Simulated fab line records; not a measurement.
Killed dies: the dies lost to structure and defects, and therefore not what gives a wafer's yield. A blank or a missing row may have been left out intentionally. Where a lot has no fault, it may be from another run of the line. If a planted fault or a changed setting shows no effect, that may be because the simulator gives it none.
A lot that was struck, set against a sound lot | flow n5Finfet | 17 steps out of a route of 1938
Sound: wafers L999.4, L999.5, L999.6. Wafers L111.1, L111.3, L111.5 were the ones struck. The cause is named last.
At each step with rows: each side's tool, then ch and its chambers, then its first start. Under that, the readings that differ: sound wafers | struck wafers | difference of the means | sigmas: that difference in standard deviations of wafers without a fault.
alike: same words and numbers on both sides, and readings whose means sit less than 2 such deviations apart. not compared: any withheld reading, any reading some wafer has no value for, any bound like >300 that may hide the same value, and any number with overlapping values for which the record gives no deviation.
The two part at a step that has a row with sigmas, a row that says differs or no value, or rows on one side only. Numbers that have no deviation but don't overlap get no sigmas and don't part them. Lack of a reading on every wafer of one side parts them only where that side has two or more wafers.

N5_HKMG_FIN_CD_MEAS_12: target cd 92.8 nm.
  sound on cdSem-01 ch 0, day 5 14:29; struck on cdSem-03 ch 0, day 8 20:39
  alike: cdNm
N5_HKMG_FIN_OVL_MEAS_13:
  sound on overlay-01 ch 0, day 5 14:31; struck on overlay-01 ch 0, day 8 20:41
  alike: NWFM_OVL
N5_HKMG_FIN_INSPECT_14: inspects for defects (macro).
  sound: defectInspect-02 at day 5 14:32; struck: defectInspect-02 at day 8 20:42
  alike: rawDefectCount
N5_HKMG_FIN_DESCUM_17: chemistry O2, time 7.9 s.
  sound on rieDiel-05 ch 0,1,2, day 5 14:35; struck on rieDiel-02 ch 0,2,3, day 8 20:44
reading                      | sound                | struck               | difference | sigmas
chamberPressureMTorr (mTorr) | 19.947 19.984 19.983 | 20.032 19.983 20.008 | +0.036     | +2
  alike: drypumpMotorCurrentA, oesProductAu, rfVppV, showerheadPlenumPTorr, throttleValvePct
  not compared: rfHoursCounterH
then, 4 steps without rows for these wafers: N5_HKMG_FIN_ETCH_31 (etches SiARC in CF4, target depth 45.5 nm, time 75.8 s); N5_HKMG_FIN_ETCH_32 (etches SOC in N2/H2, target depth 240 nm, time 300 s); N5_HKMG_FIN_STRIP_33 (strips in N2/H2); N5_HKMG_FIN_STRIP_34 (strips in CF4).
N5_HKMG_FIN_ETCH_35: etches SOC in N2/H2, target depth 215.8 nm, time 243.4 s.
  sound on rieDiel-05 ch 0,1,2, day 5 14:56; struck on rieDiel-02 ch 0,2,3, day 8 21:02
  alike: biasW, chamberPressureMTorr, drypumpMotorCurrentA, oesProductAu, rfVppV, showerheadPlenumPTorr, throttleValvePct
  not compared: rfHoursCounterH
N5_HKMG_FIN_STRIP_92: strips SOC in N2/H2, time 20 s.
  sound on rieDiel-05 ch 0,1,2, day 5 15:02; struck on rieDiel-02 ch 0,2,3, day 8 21:11
  alike: chamberPressureMTorr, drypumpMotorCurrentA, oesProductAu, rfVppV, showerheadPlenumPTorr, throttleValvePct
  not compared: rfHoursCounterH
then, 1 step without rows for these wafers: N5_HKMG_FIN_WET_ETCH_18 (etches TiN in SC1, time 55 s, target depth 5.2 nm, rinse time 30 s).
N5_HKMG_FIN_STRIP_19: strips in N2/H2, time 360 s.
  sound on plasmaAsher-02 ch 0,1, day 5 15:17; struck on plasmaAsher-01 ch 0,1, day 8 21:20
  alike: drypumpMotorCurrentA, heaterPowerW
  not compared: rfHoursCounterH
N5_HKMG_FIN_ALD_91: deposits TiN, target thk 1 nm, pulse time 1 s, purge time 3 s.
  sound on aldMetal-04 ch 0,1,3, day 5 15:33; struck on aldMetal-01 ch 0,2, day 8 22:10
reading          | sound       | struck       | difference | sigmas
heaterPowerW (W) | 778 810 778 | 972 985 1020 | +204       | +3
  alike: precursorPulseHeightRel
then, 1 step without rows for these wafers: N5_HKMG_FIN_COAT_85 (time 60 s, resist thk 300 nm).
N5_HKMG_FIN_ETCH_86: etches SOC in N2/H2, stops on TiN, target depth 393.2 nm.
  sound on rieDiel-05 ch 0,1,2, day 5 16:00; struck on rieDiel-04 ch 0,2, day 8 22:30
reading                                 | sound | struck | difference | sigmas
model.TiN_of_HKMG_FIN_ALD_91.thkNm (nm) | 1 1 1 | 2 2 2  | +1         | 
  alike: biasW, chamberPressureMTorr, drypumpMotorCurrentA, oesProductAu, rfVppV, showerheadPlenumPTorr, throttleValvePct
  not compared: rfHoursCounterH
N5_HKMG_FIN_STRIP_89: strips SOC in N2/H2, time 20 s.
  sound on rieDiel-05 ch 0,1,2, day 5 16:04; struck on rieDiel-04 ch 0,2, day 8 22:35
  alike: chamberPressureMTorr, drypumpMotorCurrentA, oesProductAu, rfVppV, showerheadPlenumPTorr, throttleValvePct
  not compared: rfHoursCounterH
-- here the record skips 8 days between the struck wafers' starts before and after, leaving off in module HKMG_FIN and picking up in module PASSIVATION (first step shown: number 1936 of the route) --
N5_PASSIVATION_PROBE_49:
  sound: prober-01 at day 14 03:05; struck: prober-01 at day 17 09:20
reading          | sound   | struck | difference | sigmas
killedAtContacts | 9 10 24 | 36     | +22        | +3
  alike: killed_at_M0_to_M3, killed_at_M4_up, killedAtFrontEnd, killedAtOther, killedDies, killedOpen, killedShort

WHERE THEY PART
Earliest at N5_HKMG_FIN_DESCUM_17; latest, in this record, at N5_PASSIVATION_PROBE_49.

WHY: what the simulator had put in
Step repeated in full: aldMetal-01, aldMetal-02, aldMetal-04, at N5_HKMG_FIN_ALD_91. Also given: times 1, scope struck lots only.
